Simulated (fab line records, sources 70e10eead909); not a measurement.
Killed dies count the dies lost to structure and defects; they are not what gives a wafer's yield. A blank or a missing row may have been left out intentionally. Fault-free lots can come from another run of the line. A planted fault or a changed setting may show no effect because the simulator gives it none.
A struck lot beside a sound one / flow nand harc / 38 steps out of a route of 1159
Sound: these wafers, L480.2, L480.5, L480.6. Wafers L489.3, L489.4, L489.5 were the ones struck. The cause comes at the end.
Order at every step that has rows: each side's tool, ch and its chambers, its first start. Under that, the readings that differ: sound wafers / struck wafers / difference of the means / sigmas: that difference in standard deviations of wafers without a fault.
alike: readings with means less than 2 such deviations apart, plus words and numbers identical on both sides. not compared: withheld readings, readings lacking a value on some wafer, bounds such as >300 that could conceal the same value, and numbers that have no deviation in the record and whose values overlap.
A row with sigmas, a row that says differs or no value, or rows on one side alone: a step with any of these is where the two part. When numbers do not overlap yet have no deviation, they are printed without sigmas and do not part them. Lack of a reading on every wafer of one side parts them only where that side has two or more wafers.

first, 1 step without rows for these wafers: NHARC_A_WL_FILL_CVD_23 (deposits poly-Si, target thk 40 nm, time 800 s).
NHARC_A_WL_FILL_ETCHBACK_26: etches the open film in HBr, target depth 52 nm, time 13.3 s.
  sound on rie si-05 ch 1,2, day 16 07:31; struck on rie si-02 ch 1,2, day 19 10:41
  alike: drypump motor current A, oes product au, throttle valve pct
  not compared: rf hours counter h
then, 6 steps without rows for these wafers: NHARC_A_WL_FILL_PRECLEAN_30 (cleans in dHF, time 10 s); NHARC_A_WL_FILL_SRD_14; NHARC_A_WL_FILL_ALD_19 (deposits TiN, target thk 2 nm, pulse time 3 s, ald cycles 100); NHARC_A_WL_FILL_CVD_20 (deposits W, target thk 75 nm, time 5064 s); NHARC_A_WL_FILL_CMP_12 (polishes, t overpolish 30 s, target thk 75 nm); NHARC_A_WL_FILL_SRD_31.
NHARC_A_WL_FILL_INSPECT_15:
  sound: defect inspect-02 at day 16 14:52; struck: defect inspect-01 at day 19 16:38
  alike: raw defect count
NHARC_A_CONTACT_DEP_24: deposits SiO2, target thk 500 nm.
  sound on pecvd-02 ch 0,1,2, day 16 15:03; struck on pecvd-02 ch 1,2, day 19 16:50
  alike: flow sccm, heater power w, throttle valve pct
then, 12 steps without rows for these wafers: NHARC_A_CONTACT_DEP_28 (deposits aC, target thk 3600 nm); NHARC_A_CONTACT_DEP_29 (deposits SiON, target thk 70 nm); NHARC_A_CONTACT_DEHYDRATE_32 (time 120 s); NHARC_A_CONTACT_HMDS_33 (time 30 s); NHARC_A_CONTACT_COAT_34 (time 75 s); NHARC_A_CONTACT_COAT_35 (time 65 s); NHARC_A_CONTACT_COAT_36 (resist thk 90 nm); NHARC_A_CONTACT_SOFTBAKE_37 (time 55 s); NHARC_A_CONTACT_EBR_38; NHARC_A_CONTACT_EXPOSE_39 (exposes mask A CC 3); NHARC_A_CONTACT_PEB_40 (peb time 65 s); NHARC_A_CONTACT_DEVELOP_41 (develop time 35 s).
NHARC_A_CONTACT_CD_MEAS_42 targets a cd of 200 nm.
  sound on cd sem-02 ch 0, day 16 18:29; struck on cd sem-02 ch 0, day 19 20:08
  alike: cd nm
NHARC_A_CONTACT_OVL_MEAS_43:
  sound: overlay-02 at day 16 18:35; struck: overlay-02 at day 19 20:13
reading=overlay y nm (nm); sound=-0.6 -0.9 -0.7; struck=1.1 1.3 1.1; difference=+1.9; sigmas=+2
  alike: overlay x nm
NHARC_A_CONTACT_DESCUM_47: chemistry O2, time 3 s.
  sound on rie diel-02 ch 0,3, day 16 18:41; struck on rie diel-05 ch 0,1,2, day 19 20:20
  alike: drypump motor current A, o2 flow sccm, oes product au, rf vpp V, showerhead plenum p Torr, throttle valve pct
  not compared: rf hours counter h
then, 1 step without rows for these wafers: NHARC_A_CONTACT_ETCH_48 (etches the open film in CF4, target depth 39 nm, time 65 s).
NHARC_A_CONTACT_ETCH_49: etches the open film in N2/H2, target depth 260 nm, time 475.3 s.
  sound on rie diel-02 ch 2,3; struck on rie diel-05 ch 0,2,3
  alike: drypump motor current A, oes product au, rf vpp V, showerhead plenum p Torr, throttle valve pct
  not compared: rf hours counter h
NHARC_A_CONTACT_ETCH_50: etches the open film in CF4/CHF3, target depth 84.7 nm, time 42.4 s.
  sound on rie diel-02 ch 0,2,3; struck on rie diel-05 ch 0,2,3
  alike: drypump motor current A, oes product au, rf vpp V, showerhead plenum p Torr, throttle valve pct
  not compared: rf hours counter h
then, 2 steps without rows for these wafers: NHARC_A_CONTACT_ETCH_51 (etches the open film in O2/COS, target depth 3600 nm, time 936 s); NHARC_A_CONTACT_ETCH_111 (etches the open film in C4F8/O2/Ar, time 140 s, target depth 700 nm).
NHARC_A_CONTACT_ETCH_112: etches the open film in C4F8/O2/Ar, time 94 s, target depth 922 nm.
  sound on har cap etch-03 ch 0,1, day 16 20:10; struck on har cap etch-02 ch 0,1, day 19 21:49
  not compared: rf hours counter h
then, 6 steps without rows for these wafers: NHARC_A_CONTACT_ETCH_113 (etches the open film in C4F8/O2/Ar, time 94 s, target depth 922 nm); NHARC_A_CONTACT_ETCH_114 (etches the open film in C4F8/O2/Ar, time 94 s, target depth 922 nm); NHARC_A_CONTACT_ETCH_115 (etches the open film in C4F8/O2/Ar, time 94 s, target depth 922 nm); NHARC_A_CONTACT_ETCH_116 (etches the open film in C4F8/O2/Ar, time 94 s, target depth 922 nm); NHARC_A_CONTACT_ETCH_117 (etches the open film in C4F8/O2/Ar, time 94 s, target depth 922 nm); NHARC_A_CONTACT_ETCH_118 (etches the open film in C4F8/O2/Ar, time 94 s, target depth 922 nm).
-- jump in the record: it breaks off in module A_CONTACT and resumes in module END (first step shown: number 1159 of the route), and 3 days separate the struck wafers' starts before and after --
NHARC_END_SORT_01:
  only the struck wafers appear in the record here, on prober-01 ch 0 at day 22 23:41; the sound ones have no rows

## WHERE THEY PART
At NHARC_A_CONTACT_OVL_MEAS_43 first; at NHARC_END_SORT_01 last (within this record only).

WHY: whatever the simulator had introduced
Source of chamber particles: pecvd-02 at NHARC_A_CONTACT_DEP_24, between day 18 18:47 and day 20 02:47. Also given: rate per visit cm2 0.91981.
